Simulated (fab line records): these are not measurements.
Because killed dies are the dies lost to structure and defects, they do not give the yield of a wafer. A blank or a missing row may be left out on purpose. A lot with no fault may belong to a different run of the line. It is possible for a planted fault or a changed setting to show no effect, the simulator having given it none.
Matching of chambers -- flow nandHarc -- NHARC_P_GATE_DESCUM_13 on rieDiel-05 has 4 sister chambers
The step chemistry O2, time 3 s. 8 wafers are shown with their chamber, then 7 later ones without.

EACH WAFER AND ITS CHAMBER
wafer,chamber,showerheadPlenumPTorr (Torr),drypumpMotorCurrentA (A)
L079.3,1,1.98,5.8
L079.6,1,1.98,5.8
L081.4,0,1.86,6.2
L081.6,3,1.96,5.7
L083.2,0,1.86,6.1
L083.6,2,1.99,5.8
L088.2,2,1.99,5.8
L088.4,3,1.95,5.8

WAFERS MISSING THEIR CHAMBER
wafer,showerheadPlenumPTorr (Torr),drypumpMotorCurrentA (A)
L088.5,1.99,5.8
L091.1,1.95,5.7
L091.5,1.86,6.2
L091.6,1.96,5.7
L094.4,1.98,5.8
L094.5,1.86,6.1
L094.6,1.95,5.7

THE CHAMBER EACH PASSED THROUGH
wafer,from the rows above,in truth
L088.5,2,2
L091.1,3,3
L091.5,0,0
L091.6,3,3
L094.4,1,1
L094.5,0,0
L094.6,3,3
Correct placement for 7 of the 7. From these rows, 0 cannot be placed. Placed wrongly: 0.
How it was worked out, from the rows above alone: a wafer's distance from a chamber is the root of the sum, over the readings, of the square of ((its reading less the chamber's mean) divided by the reading's scatter). If the next closest chamber is less than 2 further off than the closest, the wafer can't be placed; otherwise it belongs to the closest. Each chamber's mean is taken over the wafers shown for it. The scatter is the square root of a quotient: the sum, over the shown wafers, of each reading's squared deviation from its chamber's mean, divided by wafers minus chambers.
